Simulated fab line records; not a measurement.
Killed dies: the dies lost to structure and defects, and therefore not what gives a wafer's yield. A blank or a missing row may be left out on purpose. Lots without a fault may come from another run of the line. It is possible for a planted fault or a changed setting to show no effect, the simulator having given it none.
Chamber matching	flow nand harc	NHARC_A_CONTACT_CMP_20 on cmp-02: 4 sister chambers
The step polishes, t overpolish 30 s, target thk 300 nm. 8 wafers are shown with their chamber, then 9 later ones without.

WAFERS WITH THEIR CHAMBER
wafer	chamber	motor current A (A)	time to endpoint s (s)
L952.2	1	11.1	63
L952.6	1	10.6	63
L954.3	3	13.8	58
L954.4	2	11.7	60
L954.6	0	11.6	64
L955.1	3	14.4	59
L955.4	2	11.2	60
L955.6	0	11.7	66

WAFERS MISSING THEIR CHAMBER
wafer	motor current A (A)	time to endpoint s (s)
L963.1	11.5	58
L963.3	11.6	63
L963.5	11.2	61
L964.3	11.6	63
L964.4	11.4	69
L964.6	10.7	63
L966.1	12.3	65
L966.2	13.1	56
L966.3	11.3	60

WHICH CHAMBER EACH WENT THROUGH
wafer	from the rows above	in truth
L963.1	2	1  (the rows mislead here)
L963.3	can't be placed: 1 or 0 or 2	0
L963.5	can't be placed: 2 or 1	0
L964.3	can't be placed: 1 or 0 or 2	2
L964.4	0	0
L964.6	1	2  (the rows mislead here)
L966.1	0	0
L966.2	3	3
L966.3	2	2
Placed correctly: 4 of 9. Can't be placed from these rows: 3 (the true chamber is among the candidates in 2). Wrongly placed: 2.
How it was worked out, from the rows above alone: a wafer's distance from a chamber is the root of the sum, over the readings, of the square of ((its reading less the chamber's mean) divided by the reading's scatter). If the next closest chamber is less than 2 further off than the closest, the wafer can't be placed; otherwise it belongs to the closest. A chamber's mean is the mean of its shown wafers. How the scatter is found: for the shown wafers, subtract from each reading the mean of its chamber, square and add these, divide the total by (wafers less chambers), then take the root.
